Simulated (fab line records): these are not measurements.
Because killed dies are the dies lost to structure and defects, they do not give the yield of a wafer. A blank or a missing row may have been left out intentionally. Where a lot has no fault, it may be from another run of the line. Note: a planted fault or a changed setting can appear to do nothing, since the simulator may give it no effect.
What tool caused it? + flow n5-finfet + 30 wafers from 10 lots sampled at 4 of the route's 1938 steps

## WHAT THE GAUGES READ, wafer by wafer
N5_BEOL_M7_OVL_MEAS_12.
| lot  | measured     | on         | M7_OVL (nm)    |
|------|--------------|------------|----------------|
| L697 | day 9 03:08  | overlay-01 | 0.8 0.7 0.1    |
| L700 | day 9 15:28  | overlay-01 | 0.3 0.9 -0.8   |
| L701 | day 9 18:05  | overlay-01 | 0.6 0.2 1.7    |
| L704 | day 10 16:52 | overlay-01 | -0.4 -1.0 -0.2 |
| L703 | day 10 17:16 | overlay-01 | -0.1 -0.6 0.6  |
| L705 | day 10 20:37 | overlay-02 | 1.2 0.3 0.6    |
| L707 | day 11 12:21 | overlay-01 | 0.2 0.2 -0.9   |
| L711 | day 12 06:26 | overlay-01 | 0.3 0.3 0.6    |
| L714 | day 13 07:22 | overlay-01 | 1.2 -0.4 -0.3  |
| L713 | day 13 12:05 | overlay-01 | 0.2 0.2 0.2    |

N5_BEOL_M7_CD_MEAS_28: the cd target is 40 nm.
| lot  | measured     | on        | cd-nm (nm)        |
|------|--------------|-----------|-------------------|
| L697 | day 9 07:17  | cd-sem-01 | 39.99 39.76 39.54 |
| L700 | day 9 16:39  | cd-sem-02 | 40.03 39.97 40.13 |
| L701 | day 9 20:22  | cd-sem-02 | 39.78 39.85 39.51 |
| L704 | day 10 18:00 | cd-sem-01 | 39.76 40.10 39.90 |
| L703 | day 10 19:14 | cd-sem-01 | 39.76 39.62 39.84 |
| L705 | day 10 23:03 | cd-sem-01 | 40.12 39.72 40.12 |
| L707 | day 11 14:12 | cd-sem-02 | 39.93 40.08 39.66 |
| L711 | day 12 08:22 | cd-sem-01 | 40.65 41.05 40.84 |
| L714 | day 13 08:20 | cd-sem-02 | 40.02 40.07 40.41 |
| L713 | day 13 13:49 | cd-sem-03 | 40.42 40.26 40.62 |

N5_BEOL_M7_INSPECT_30: inspects for defects (brightfield).
| lot  | measured     | on                | raw-defect-count |
|------|--------------|-------------------|------------------|
| L697 | day 9 07:23  | defect-inspect-01 | 390 358 337      |
| L700 | day 9 16:44  | defect-inspect-01 | 260 258 249      |
| L701 | day 9 20:28  | defect-inspect-01 | 289 329 377      |
| L704 | day 10 18:05 | defect-inspect-01 | 409 336 374      |
| L703 | day 10 19:20 | defect-inspect-02 | 292 387 318      |
| L705 | day 10 23:08 | defect-inspect-01 | 364 265 287      |
| L707 | day 11 14:17 | defect-inspect-01 | 336 467 339      |
| L711 | day 12 08:28 | defect-inspect-02 | 401 360 406      |
| L714 | day 13 08:25 | defect-inspect-01 | 403 324 286      |
| L713 | day 13 13:55 | defect-inspect-01 | 322 290 411      |

## WHICH TOOL RAN EACH LOT (tool, then ch and the chambers of the sampled wafers, then the start)
| lot  | N5_BEOL_M7_EXPOSE_25              |
|------|-----------------------------------|
| L697 | euv-scanner-02 ch 0, day 9 07:10  |
| L700 | euv-scanner-01 ch 0, day 9 16:31  |
| L701 | euv-scanner-02 ch 0, day 9 20:14  |
| L704 | euv-scanner-01 ch 0, day 10 17:52 |
| L703 | euv-scanner-02 ch 0, day 10 19:07 |
| L705 | euv-scanner-02 ch 0, day 10 22:55 |
| L707 | euv-scanner-02 ch 0, day 11 14:04 |
| L711 | euv-scanner-02 ch 0, day 12 08:14 |
| L714 | euv-scanner-01 ch 0, day 13 08:11 |
| L713 | euv-scanner-02 ch 0, day 13 13:41 |
- N5_BEOL_M7_EXPOSE_25: exposes mask V6, target cd 40 nm.

## WHAT THE TOOLS THEMSELVES READ (means of the sampled wafers that have a number; where no wafer has one, the mark that the record gives instead)
N5_BEOL_M7_EXPOSE_25.
| lot  | tool           | exposure-dose-mJ-cm2 |
|------|----------------|----------------------|
| L697 | euv-scanner-02 | 42.52                |
| L700 | euv-scanner-01 | 42.48                |
| L701 | euv-scanner-02 | 42.55                |
| L704 | euv-scanner-01 | 42.47                |
| L703 | euv-scanner-02 | 42.54                |
| L705 | euv-scanner-02 | 42.55                |
| L707 | euv-scanner-02 | 42.58                |
| L711 | euv-scanner-02 | 43.98                |
| L714 | euv-scanner-01 | 42.53                |
| L713 | euv-scanner-02 | 43.66                |

## THE ANSWER, worked out from the rows above alone
Rule: the lots themselves supply what counts as usual. The widest of any qualifying gaps counts: lots, ordered by their means at a reading, are off when they make up no more than a third of the lots, leave a main group of 4 or more, and stand apart from it by 3 or more times the standard deviation of that group's means. A main group whose means are all the same, to the digits that the tables above print for the reading, isn't used. A lot without any number at a reading at which 4 lots or more have one is off too. Any other lot the step has rows for is counted as sound. Order of review: gauges by route order, followed by the tools' own readings, for which a lot's mean as printed above is used. The first step at which some lot is off is used, and at that step the reading that is off furthest; a lot without a number counts as furthest.
Off, at N5_BEOL_M7_EXPOSE_25 on exposure-dose-mJ-cm2: L711, L713. The main group has a mean of 42.53 with a standard deviation of 0.035.
A tool fits if, at that step or a process step before it, it ran every lot that is off, and no sound lot after the first of them. One fits: N5_BEOL_M7_EXPOSE_25 on euv-scanner-02. A fault onset in the window from L707 (day 11 14:04, its last sound lot) to L711 (day 12 08:14, its first lot off) fits.
On the lots that are off, the tool's own readings at N5_BEOL_M7_EXPOSE_25 differ by more than 5 times the standard deviation of the sound lots' means, which bears it out; exposure-dose-mJ-cm2 reads 43.82 there versus 42.53 on the sound lots.

## WHAT THE SIMULATOR HAD INSERTED
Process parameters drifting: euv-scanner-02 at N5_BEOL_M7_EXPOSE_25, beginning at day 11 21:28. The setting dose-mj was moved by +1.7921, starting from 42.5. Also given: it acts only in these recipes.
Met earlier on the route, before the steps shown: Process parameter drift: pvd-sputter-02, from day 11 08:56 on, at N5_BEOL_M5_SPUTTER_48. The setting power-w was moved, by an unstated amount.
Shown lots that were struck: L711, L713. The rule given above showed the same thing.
